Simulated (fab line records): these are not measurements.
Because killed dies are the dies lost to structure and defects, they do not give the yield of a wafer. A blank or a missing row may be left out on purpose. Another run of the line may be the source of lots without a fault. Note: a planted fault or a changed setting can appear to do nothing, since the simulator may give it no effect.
fab line records :: flow n5_finfet
[record]
  lots = 14
  wafers = 41
  last_day = 18
route steps=1938 shown BEOL_M2@926 BEOL_M3@943
lots untouched by any fault: they come from a run of this same line in which no faults occurred
start_h: start of the lot's first displayed wafer, in hours after the record's first day :: wait_h: hours since the lot's step before :: " as in the row above :: L1.1+2: a row that stands for several wafers :: - no value present, or no start provided :: * or withheld: withheld :: < > ~ a bound
route shown NAME@n: names a module that has steps shown in the file, with the first one's number in the route :: usual: mean/standard deviation of fault-free wafers :: same: alike in all rows :: chamber/n: place in a boat :: sites: the reading at each site :: _std_site: standard deviation across them :: _edge_site: the outer-site mean with the inner-site mean subtracted :: radius_mm: how far each site lies from the wafer's centre :: mask NAME#n: copy n :: behind: tool/chamber where the wafer was last shaped :: hold: the reason the lot was held/the length of the hold in hours/how it ended :: device: transistor that didn't switch, given as n, p or np :: end of line: the tests these same wafers got at the end of their route :: a step given without rows: its recipe and nothing more :: killed: the dies lost at the first sort to structure and to defects; this is not the yield of the wafer :: map: per-die view of a wafer (x killed, . not killed, _ where there is no die)
set.NAME: the setting as run; set.NAME@STEP: as run at that earlier step :: model.NAME: the simulator's own value behind a step, which no gauge read
route steps across a sampled set of lots; one table per step, one row per wafer
services: the hour from which a tool's chamber was out of use, counted from the record's first day as start_h (under 0 if before that day), plus the number of hours and why
[[steps]]
[step N5_BEOL_M2_CO_CAP_55]
[recipe]
  material = Co
  target_thk_a = 20
  temp_c = 200
  precursor = CCTBA/H2
  pressure_torr = 30
  time_s = 102.1
[usual]
  heater_power_w = 244/37
[same]
  time_s = 102.1
lot.wafer: L193.3
tool: cvd_co-02
chamber: 1
start_h: 140.87
wait_h: 0.0
heater_power_w: 220

lot.wafer: L193.4
tool: cvd_co-02
chamber: 1
start_h: 140.87
wait_h: 0.0
heater_power_w: 226

lot.wafer: L193.6
tool: cvd_co-02
chamber: 0
start_h: 140.87
wait_h: 0.0
heater_power_w: 221

lot.wafer: L194.1
tool: cvd_co-01
chamber: 2
start_h: 161.09
wait_h: 0.0
heater_power_w: 200

lot.wafer: L194.3
tool: cvd_co-01
chamber: 0
start_h: 161.09
wait_h: 0.0
heater_power_w: 289

lot.wafer: L194.5
tool: cvd_co-01
chamber: 1
start_h: 161.09
wait_h: 0.0
heater_power_w: 286

lot.wafer: L196.3
tool: cvd_co-01
chamber: 1
start_h: 173.78
wait_h: 0.0
heater_power_w: 289

lot.wafer: L196.4
tool: cvd_co-01
chamber: 2
start_h: 173.78
wait_h: 0.0
heater_power_w: 192

lot.wafer: L196.6
tool: cvd_co-01
chamber: 0
start_h: 173.78
wait_h: 0.0
heater_power_w: 290

lot.wafer: L197.2
tool: cvd_co-01
chamber: 0
start_h: 176.48
wait_h: 0.0
heater_power_w: 290

lot.wafer: L197.3
tool: cvd_co-01
chamber: 2
start_h: 176.48
wait_h: 0.0
heater_power_w: 198

lot.wafer: L197.6
tool: cvd_co-01
chamber: 1
start_h: 176.48
wait_h: 0.0
heater_power_w: 288

lot.wafer: L198.1
tool: cvd_co-01
chamber: 1
start_h: 184.57
wait_h: 0.0
heater_power_w: 278

lot.wafer: L198.4
tool: cvd_co-01
chamber: 1
start_h: 184.57
wait_h: 0.0
heater_power_w: 283

lot.wafer: L198.6
tool: cvd_co-01
chamber: 2
start_h: 184.57
wait_h: 0.0
heater_power_w: 195

lot.wafer: L209.1
tool: cvd_co-02
chamber: 2
start_h: 239.02
wait_h: 0.0
heater_power_w: 233

lot.wafer: L209.3
tool: cvd_co-02
chamber: 1
start_h: 239.02
wait_h: 0.0
heater_power_w: 224

lot.wafer: L209.6
tool: cvd_co-02
chamber: 1
start_h: 239.02
wait_h: 0.0
heater_power_w: 225

lot.wafer: L208.1
tool: cvd_co-01
chamber: 2
start_h: 241.31
wait_h: 0.0
heater_power_w: 193

lot.wafer: L208.5
tool: cvd_co-01
chamber: 0
start_h: 241.31
wait_h: 0.0
heater_power_w: 284

lot.wafer: L208.6
tool: cvd_co-01
chamber: 1
start_h: 241.31
wait_h: 0.0
heater_power_w: 285

lot.wafer: L207.1
tool: cvd_co-02
chamber: 1
start_h: 244.17
wait_h: 0.0
heater_power_w: 219

lot.wafer: L207.4
tool: cvd_co-02
chamber: 2
start_h: 244.17
wait_h: 0.0
heater_power_w: 230

lot.wafer: L207.5
tool: cvd_co-02
chamber: 1
start_h: 244.17
wait_h: 0.0
heater_power_w: 224

lot.wafer: L210.1
tool: cvd_co-02
chamber: 1
start_h: 253.04
wait_h: 0.0
heater_power_w: 225

lot.wafer: L210.2
tool: cvd_co-02
chamber: 2
start_h: 253.04
wait_h: 0.0
heater_power_w: 233

lot.wafer: L210.4
tool: cvd_co-02
chamber: 1
start_h: 253.04
wait_h: 0.0
heater_power_w: 222

lot.wafer: L211.1
tool: cvd_co-01
chamber: 2
start_h: 256.82
wait_h: 0.0
heater_power_w: 198

lot.wafer: L211.2
tool: cvd_co-01
chamber: 1
start_h: 256.82
wait_h: 0.0
heater_power_w: 282

lot.wafer: L211.3
tool: cvd_co-01
chamber: 0
start_h: 256.82
wait_h: 0.0
heater_power_w: 289

lot.wafer: L215.3
tool: cvd_co-02
chamber: 0
start_h: 279.99
wait_h: 0.0
heater_power_w: 226

lot.wafer: L215.5
tool: cvd_co-02
chamber: 1
start_h: 279.99
wait_h: 0.0
heater_power_w: 223

lot.wafer: L215.6
tool: cvd_co-02
chamber: 0
start_h: 279.99
wait_h: 0.0
heater_power_w: 218

lot.wafer: L213.3
tool: cvd_co-02
chamber: 0
start_h: 280.24
wait_h: 0.0
heater_power_w: 223

lot.wafer: L213.4
tool: cvd_co-02
chamber: 0
start_h: 280.24
wait_h: 0.0
heater_power_w: 220

lot.wafer: L213.6
tool: cvd_co-02
chamber: 2
start_h: 280.24
wait_h: 0.0
heater_power_w: 232

lot.wafer: L214.2
tool: cvd_co-02
chamber: 1
start_h: 282.89
wait_h: 0.0
heater_power_w: 223

lot.wafer: L214.5
tool: cvd_co-02
chamber: 0
start_h: 282.89
wait_h: 0.0
heater_power_w: 224

lot.wafer: L214.6
tool: cvd_co-02
chamber: 1
start_h: 282.89
wait_h: 0.0
heater_power_w: 222

lot.wafer: L216.2
tool: cvd_co-01
chamber: 2
start_h: 288.50
wait_h: 0.0
heater_power_w: 193

lot.wafer: L216.5
tool: cvd_co-01
chamber: 1
start_h: 288.50
wait_h: 0.0
heater_power_w: 283
[step N5_BEOL_M2_INSPECT_59]
[recipe]
  inspect_instrument = darkfield
  mode = post_dep
[usual]
  raw_defect_count = 70/23
lot.wafer: L193.3
tool: defect_inspect-01
chamber: -
start_h: 141.10
wait_h: 0.0
raw_defect_count: 41

lot.wafer: L193.4
tool: defect_inspect-01
chamber: -
start_h: 141.10
wait_h: 0.0
raw_defect_count: 54

lot.wafer: L193.6
tool: defect_inspect-01
chamber: -
start_h: 141.10
wait_h: 0.0
raw_defect_count: 50

lot.wafer: L194.1
tool: defect_inspect-01
chamber: -
start_h: 161.33
wait_h: 0.0
raw_defect_count: 41

lot.wafer: L194.3
tool: defect_inspect-01
chamber: -
start_h: 161.33
wait_h: 0.0
raw_defect_count: 64

lot.wafer: L194.5
tool: defect_inspect-01
chamber: -
start_h: 161.33
wait_h: 0.0
raw_defect_count: 47

lot.wafer: L196.3
tool: defect_inspect-02
chamber: -
start_h: 173.99
wait_h: 0.0
raw_defect_count: 73

lot.wafer: L196.4
tool: defect_inspect-02
chamber: -
start_h: 173.99
wait_h: 0.0
raw_defect_count: 94

lot.wafer: L196.6
tool: defect_inspect-02
chamber: -
start_h: 173.99
wait_h: 0.0
raw_defect_count: 43

lot.wafer: L197.2
tool: defect_inspect-02
chamber: -
start_h: 176.70
wait_h: 0.0
raw_defect_count: 85

lot.wafer: L197.3
tool: defect_inspect-02
chamber: -
start_h: 176.70
wait_h: 0.0
raw_defect_count: 119

lot.wafer: L197.6
tool: defect_inspect-02
chamber: -
start_h: 176.70
wait_h: 0.0
raw_defect_count: 94

lot.wafer: L198.1
tool: defect_inspect-01
chamber: -
start_h: 184.78
wait_h: 0.0
raw_defect_count: 57

lot.wafer: L198.4
tool: defect_inspect-01
chamber: -
start_h: 184.78
wait_h: 0.0
raw_defect_count: 89

lot.wafer: L198.6
tool: defect_inspect-01
chamber: -
start_h: 184.78
wait_h: 0.0
raw_defect_count: 82

lot.wafer: L209.1
tool: defect_inspect-02
chamber: -
start_h: 239.22
wait_h: 0.0
raw_defect_count: 49

lot.wafer: L209.3
tool: defect_inspect-02
chamber: -
start_h: 239.22
wait_h: 0.0
raw_defect_count: 58

lot.wafer: L209.6
tool: defect_inspect-02
chamber: -
start_h: 239.22
wait_h: 0.0
raw_defect_count: 65

lot.wafer: L208.1
tool: defect_inspect-02
chamber: -
start_h: 241.51
wait_h: 0.0
raw_defect_count: 40

lot.wafer: L208.5
tool: defect_inspect-02
chamber: -
start_h: 241.51
wait_h: 0.0
raw_defect_count: 68

lot.wafer: L208.6
tool: defect_inspect-02
chamber: -
start_h: 241.51
wait_h: 0.0
raw_defect_count: 83

lot.wafer: L207.1
tool: defect_inspect-02
chamber: -
start_h: 244.38
wait_h: 0.0
raw_defect_count: 68

lot.wafer: L207.4
tool: defect_inspect-02
chamber: -
start_h: 244.38
wait_h: 0.0
raw_defect_count: 72

lot.wafer: L207.5
tool: defect_inspect-02
chamber: -
start_h: 244.38
wait_h: 0.0
raw_defect_count: 55

lot.wafer: L210.1
tool: defect_inspect-02
chamber: -
start_h: 253.25
wait_h: 0.0
raw_defect_count: 79

lot.wafer: L210.2
tool: defect_inspect-02
chamber: -
start_h: 253.25
wait_h: 0.0
raw_defect_count: 77

lot.wafer: L210.4
tool: defect_inspect-02
chamber: -
start_h: 253.25
wait_h: 0.0
raw_defect_count: 52

lot.wafer: L211.1
tool: defect_inspect-02
chamber: -
start_h: 257.03
wait_h: 0.0
raw_defect_count: 60

lot.wafer: L211.2
tool: defect_inspect-02
chamber: -
start_h: 257.03
wait_h: 0.0
raw_defect_count: 64

lot.wafer: L211.3
tool: defect_inspect-02
chamber: -
start_h: 257.03
wait_h: 0.0
raw_defect_count: 63

lot.wafer: L215.3
tool: defect_inspect-01
chamber: -
start_h: 280.21
wait_h: 0.0
raw_defect_count: 78

lot.wafer: L215.5
tool: defect_inspect-01
chamber: -
start_h: 280.21
wait_h: 0.0
raw_defect_count: 67

lot.wafer: L215.6
tool: defect_inspect-01
chamber: -
start_h: 280.21
wait_h: 0.0
raw_defect_count: 79

lot.wafer: L213.3
tool: defect_inspect-01
chamber: -
start_h: 280.46
wait_h: 0.0
raw_defect_count: 69

lot.wafer: L213.4
tool: defect_inspect-01
chamber: -
start_h: 280.46
wait_h: 0.0
raw_defect_count: 46

lot.wafer: L213.6
tool: defect_inspect-01
chamber: -
start_h: 280.46
wait_h: 0.0
raw_defect_count: 95

lot.wafer: L214.2
tool: defect_inspect-02
chamber: -
start_h: 283.10
wait_h: 0.0
raw_defect_count: 69

lot.wafer: L214.5
tool: defect_inspect-02
chamber: -
start_h: 283.10
wait_h: 0.0
raw_defect_count: 110

lot.wafer: L214.6
tool: defect_inspect-02
chamber: -
start_h: 283.10
wait_h: 0.0
raw_defect_count: 94

lot.wafer: L216.2
tool: defect_inspect-02
chamber: -
start_h: 288.71
wait_h: 0.0
raw_defect_count: 54

lot.wafer: L216.5
tool: defect_inspect-02
chamber: -
start_h: 288.71
wait_h: 0.0
raw_defect_count: 62
[step N5_BEOL_M3_DEVELOP_10]
[recipe]
  develop_time_s = 30
  developer = TMAH
  resist = CAR-EUV
  rinse_liquid = surfactant_rinse
  dry = air_spin
  dev_temp_c = 23
[usual]
  chill_plate_temp_C = 23.00/0.11
  develop_time_s = 30/0
lot.wafer: L193.3
tool: litho_track-01
chamber: 0
start_h: 142.74
wait_h: -
chill_plate_temp_C: 22.95
develop_time_s: 30

lot.wafer: L193.4
tool: litho_track-01
chamber: 0
start_h: 142.74
wait_h: -
chill_plate_temp_C: 23.12
develop_time_s: 30

lot.wafer: L193.6
tool: litho_track-01
chamber: 0
start_h: 142.74
wait_h: -
chill_plate_temp_C: 23.06
develop_time_s: 30

lot.wafer: L194.1
tool: litho_track-03
chamber: 0
start_h: 162.85
wait_h: -
chill_plate_temp_C: 22.73
develop_time_s: 30

lot.wafer: L194.3
tool: litho_track-03
chamber: 0
start_h: 162.85
wait_h: -
chill_plate_temp_C: 22.92
develop_time_s: 30

lot.wafer: L194.5
tool: litho_track-03
chamber: 0
start_h: 162.85
wait_h: -
chill_plate_temp_C: 22.88
develop_time_s: 30

lot.wafer: L196.3
tool: litho_track-02
chamber: 0
start_h: 176.03
wait_h: -
chill_plate_temp_C: 23.16
develop_time_s: 30

lot.wafer: L196.4
tool: litho_track-02
chamber: 0
start_h: 176.03
wait_h: -
chill_plate_temp_C: 23.15
develop_time_s: 30

lot.wafer: L196.6
tool: litho_track-02
chamber: 0
start_h: 176.03
wait_h: -
chill_plate_temp_C: 23.11
develop_time_s: 30

lot.wafer: L197.2
tool: litho_track-03
chamber: -
start_h: 179.36
wait_h: -
chill_plate_temp_C: -
develop_time_s: -

lot.wafer: L197.3
tool: litho_track-03
chamber: -
start_h: 179.36
wait_h: -
chill_plate_temp_C: -
develop_time_s: -

lot.wafer: L197.6
tool: litho_track-03
chamber: -
start_h: 179.36
wait_h: -
chill_plate_temp_C: -
develop_time_s: -

lot.wafer: L198.1
tool: litho_track-02
chamber: -
start_h: 186.21
wait_h: -
chill_plate_temp_C: -
develop_time_s: -

lot.wafer: L198.4
tool: litho_track-02
chamber: -
start_h: 186.21
wait_h: -
chill_plate_temp_C: -
develop_time_s: -

lot.wafer: L198.6
tool: litho_track-02
chamber: -
start_h: 186.21
wait_h: -
chill_plate_temp_C: -
develop_time_s: -

lot.wafer: L209.1
tool: litho_track-02
chamber: 0
start_h: 240.93
wait_h: -
chill_plate_temp_C: 23.10
develop_time_s: 30

lot.wafer: L209.3
tool: litho_track-02
chamber: 0
start_h: 240.93
wait_h: -
chill_plate_temp_C: 23.04
develop_time_s: 30

lot.wafer: L209.6
tool: litho_track-02
chamber: 0
start_h: 240.93
wait_h: -
chill_plate_temp_C: 22.97
develop_time_s: 30

lot.wafer: L208.1
tool: litho_track-03
chamber: 0
start_h: 243.97
wait_h: -
chill_plate_temp_C: 22.96
develop_time_s: 30

lot.wafer: L208.5
tool: litho_track-03
chamber: 0
start_h: 243.97
wait_h: -
chill_plate_temp_C: 23.17
develop_time_s: 30

lot.wafer: L208.6
tool: litho_track-03
chamber: 0
start_h: 243.97
wait_h: -
chill_plate_temp_C: 23.15
develop_time_s: 30

lot.wafer: L207.1
tool: litho_track-01
chamber: 0
start_h: 245.15
wait_h: -
chill_plate_temp_C: 23.09
develop_time_s: 30

lot.wafer: L207.4
tool: litho_track-01
chamber: 0
start_h: 245.15
wait_h: -
chill_plate_temp_C: 22.97
develop_time_s: 30

lot.wafer: L207.5
tool: litho_track-01
chamber: 0
start_h: 245.15
wait_h: -
chill_plate_temp_C: 22.77
develop_time_s: 30

lot.wafer: L210.1
tool: litho_track-03
chamber: 0
start_h: 254.16
wait_h: -
chill_plate_temp_C: 22.81
develop_time_s: 30

lot.wafer: L210.2
tool: litho_track-03
chamber: 0
start_h: 254.16
wait_h: -
chill_plate_temp_C: 22.86
develop_time_s: 30

lot.wafer: L210.4
tool: litho_track-03
chamber: 0
start_h: 254.16
wait_h: -
chill_plate_temp_C: 22.98
develop_time_s: 30

lot.wafer: L211.1
tool: litho_track-01
chamber: 0
start_h: 258.14
wait_h: -
chill_plate_temp_C: 22.97
develop_time_s: 30

lot.wafer: L211.2
tool: litho_track-01
chamber: 0
start_h: 258.14
wait_h: -
chill_plate_temp_C: 22.82
develop_time_s: 30

lot.wafer: L211.3
tool: litho_track-01
chamber: 0
start_h: 258.14
wait_h: -
chill_plate_temp_C: 22.92
develop_time_s: 30

lot.wafer: L215.3
tool: litho_track-01
chamber: 0
start_h: 282.05
wait_h: -
chill_plate_temp_C: 23.08
develop_time_s: 30

lot.wafer: L215.5
tool: litho_track-01
chamber: 0
start_h: 282.05
wait_h: -
chill_plate_temp_C: 23.00
develop_time_s: 30

lot.wafer: L215.6
tool: litho_track-01
chamber: 0
start_h: 282.05
wait_h: -
chill_plate_temp_C: 23.05
develop_time_s: 30

lot.wafer: L213.3
tool: litho_track-03
chamber: 0
start_h: 282.09
wait_h: -
chill_plate_temp_C: 23.14
develop_time_s: 30

lot.wafer: L213.4
tool: litho_track-03
chamber: 0
start_h: 282.09
wait_h: -
chill_plate_temp_C: 23.05
develop_time_s: 30

lot.wafer: L213.6
tool: litho_track-03
chamber: 0
start_h: 282.09
wait_h: -
chill_plate_temp_C: 23.04
develop_time_s: 30

lot.wafer: L214.2
tool: litho_track-03
chamber: 0
start_h: 285.60
wait_h: -
chill_plate_temp_C: 22.96
develop_time_s: 30

lot.wafer: L214.5
tool: litho_track-03
chamber: 0
start_h: 285.60
wait_h: -
chill_plate_temp_C: 23.10
develop_time_s: 30

lot.wafer: L214.6
tool: litho_track-03
chamber: 0
start_h: 285.60
wait_h: -
chill_plate_temp_C: 23.05
develop_time_s: 30

lot.wafer: L216.2
tool: litho_track-02
chamber: 0
start_h: 294.44
wait_h: -
chill_plate_temp_C: 23.07
develop_time_s: 30

lot.wafer: L216.5
tool: litho_track-02
chamber: 0
start_h: 294.44
wait_h: -
chill_plate_temp_C: 23.05
develop_time_s: 30
[step N5_BEOL_M3_OVL_MEAS_12]
[recipe]
  points_per_wafer = 522
[usual]
  M3_OVL = -0.4/0.64
lot.wafer: L193.3
tool: overlay-02
chamber: 0
start_h: 142.84
wait_h: 0.0
M3_OVL[nm]: -0.3

lot.wafer: L193.4
tool: overlay-02
chamber: 0
start_h: 142.84
wait_h: 0.0
M3_OVL[nm]: -0.5

lot.wafer: L193.6
tool: overlay-02
chamber: 0
start_h: 142.84
wait_h: 0.0
M3_OVL[nm]: 0.2

lot.wafer: L194.1
tool: overlay-02
chamber: 0
start_h: 162.94
wait_h: 0.0
M3_OVL[nm]: -0.4

lot.wafer: L194.3
tool: overlay-02
chamber: 0
start_h: 162.94
wait_h: 0.0
M3_OVL[nm]: -0.7

lot.wafer: L194.5
tool: overlay-02
chamber: 0
start_h: 162.94
wait_h: 0.0
M3_OVL[nm]: -0.3

lot.wafer: L196.3
tool: overlay-02
chamber: 0
start_h: 176.13
wait_h: 0.0
M3_OVL[nm]: 0.5

lot.wafer: L196.4
tool: overlay-02
chamber: 0
start_h: 176.13
wait_h: 0.0
M3_OVL[nm]: -1.2

lot.wafer: L196.6
tool: overlay-02
chamber: 0
start_h: 176.13
wait_h: 0.0
M3_OVL[nm]: -0.5

lot.wafer: L197.2
tool: overlay-02
chamber: 0
start_h: 179.45
wait_h: 0.0
M3_OVL[nm]: -

lot.wafer: L197.3
tool: overlay-02
chamber: 0
start_h: 179.45
wait_h: 0.0
M3_OVL[nm]: -

lot.wafer: L197.6
tool: overlay-02
chamber: 0
start_h: 179.45
wait_h: 0.0
M3_OVL[nm]: -

lot.wafer: L198.1
tool: overlay-01
chamber: 0
start_h: 186.29
wait_h: 0.0
M3_OVL[nm]: -

lot.wafer: L198.4
tool: overlay-01
chamber: 0
start_h: 186.29
wait_h: 0.0
M3_OVL[nm]: -

lot.wafer: L198.6
tool: overlay-01
chamber: 0
start_h: 186.29
wait_h: 0.0
M3_OVL[nm]: -

lot.wafer: L209.1
tool: overlay-01
chamber: 0
start_h: 241.02
wait_h: 0.0
M3_OVL[nm]: -0.8

lot.wafer: L209.3
tool: overlay-01
chamber: 0
start_h: 241.02
wait_h: 0.0
M3_OVL[nm]: 0.1

lot.wafer: L209.6
tool: overlay-01
chamber: 0
start_h: 241.02
wait_h: 0.0
M3_OVL[nm]: 0.0

lot.wafer: L208.1
tool: overlay-02
chamber: 0
start_h: 244.06
wait_h: 0.0
M3_OVL[nm]: -0.2

lot.wafer: L208.5
tool: overlay-02
chamber: 0
start_h: 244.06
wait_h: 0.0
M3_OVL[nm]: -0.6

lot.wafer: L208.6
tool: overlay-02
chamber: 0
start_h: 244.06
wait_h: 0.0
M3_OVL[nm]: 0.1

lot.wafer: L207.1
tool: overlay-01
chamber: 0
start_h: 245.24
wait_h: 0.0
M3_OVL[nm]: -1.0

lot.wafer: L207.4
tool: overlay-01
chamber: 0
start_h: 245.24
wait_h: 0.0
M3_OVL[nm]: -0.9

lot.wafer: L207.5
tool: overlay-01
chamber: 0
start_h: 245.24
wait_h: 0.0
M3_OVL[nm]: -0.3

lot.wafer: L210.1
tool: overlay-02
chamber: 0
start_h: 254.25
wait_h: 0.0
M3_OVL[nm]: -0.5

lot.wafer: L210.2
tool: overlay-02
chamber: 0
start_h: 254.25
wait_h: 0.0
M3_OVL[nm]: 0.0

lot.wafer: L210.4
tool: overlay-02
chamber: 0
start_h: 254.25
wait_h: 0.0
M3_OVL[nm]: 0.0

lot.wafer: L211.1
tool: overlay-01
chamber: 0
start_h: 258.23
wait_h: 0.0
M3_OVL[nm]: -0.8

lot.wafer: L211.2
tool: overlay-01
chamber: 0
start_h: 258.23
wait_h: 0.0
M3_OVL[nm]: 0.0

lot.wafer: L211.3
tool: overlay-01
chamber: 0
start_h: 258.23
wait_h: 0.0
M3_OVL[nm]: -2.0

lot.wafer: L215.3
tool: overlay-01
chamber: 0
start_h: 282.15
wait_h: 0.0
M3_OVL[nm]: -1.0

lot.wafer: L215.5
tool: overlay-01
chamber: 0
start_h: 282.15
wait_h: 0.0
M3_OVL[nm]: -0.9

lot.wafer: L215.6
tool: overlay-01
chamber: 0
start_h: 282.15
wait_h: 0.0
M3_OVL[nm]: -0.2

lot.wafer: L213.3
tool: overlay-02
chamber: 0
start_h: 282.19
wait_h: 0.0
M3_OVL[nm]: -0.9

lot.wafer: L213.4
tool: overlay-02
chamber: 0
start_h: 282.19
wait_h: 0.0
M3_OVL[nm]: 0.1

lot.wafer: L213.6
tool: overlay-02
chamber: 0
start_h: 282.19
wait_h: 0.0
M3_OVL[nm]: -0.6

lot.wafer: L214.2
tool: overlay-02
chamber: 0
start_h: 285.70
wait_h: 0.0
M3_OVL[nm]: 0.0

lot.wafer: L214.5
tool: overlay-02
chamber: 0
start_h: 285.70
wait_h: 0.0
M3_OVL[nm]: -1.2

lot.wafer: L214.6
tool: overlay-02
chamber: 0
start_h: 285.70
wait_h: 0.0
M3_OVL[nm]: -1.0

lot.wafer: L216.2
tool: overlay-02
chamber: 0
start_h: 294.54
wait_h: 0.0
M3_OVL[nm]: 0.0

lot.wafer: L216.5
tool: overlay-02
chamber: 0
start_h: 294.54
wait_h: 0.0
M3_OVL[nm]: 0.2
[[services]]
tool: litho_track-03
chamber: -
start_h: 131.33
hours: -
kind: consumable_replace:filter

tool: cvd_co-01
chamber: -
start_h: 139.55
hours: 6.9
kind: pm

tool: cvd_co-02
chamber: 0
start_h: 199.15
hours: 4.1
kind: repair

tool: cvd_co-01
chamber: 1
start_h: 207.95
hours: 6.3
kind: repair

tool: litho_track-01
chamber: -
start_h: 220.33
hours: -
kind: consumable_replace:filter

tool: cvd_co-01
chamber: -
start_h: 222.18
hours: 14.6
kind: pm
[[key]]
[first_sign]
  step = N5_BEOL_M3_DEVELOP_10
  reading = tool_record
  direction = missing
effect none on later readings
met_at N5_BEOL_M3_DEVELOP_10
struck_lots L197,L198
later_rows_left_out L197.2,L197.3,L197.6,L198.1,L198.4,L198.6
sort_left_out L197.2,L197.3,L197.6,L198.1,L198.4,L198.6
not_acting_at N5_BEOL_M2_CO_CAP_55,N5_BEOL_M2_INSPECT_59,N5_BEOL_M3_OVL_MEAS_12
onset_between 176.03 179.36
[fault]
  kind = skipped_step_whole
  tool = litho_track-02,litho_track-03
  chamber = -
  onset_h = 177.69
  steps = N5_BEOL_M3_DEVELOP_10
  scope = struck_lots_only
// sort_left_out: the simulated sort isn't trusted on such a fault, so these wafers' sort isn't shown, and their yield isn't known
// later_rows_left_out: the simulator's readings of these wafers behind a module that went badly wrong aren't trusted and aren't shown, but for the sort
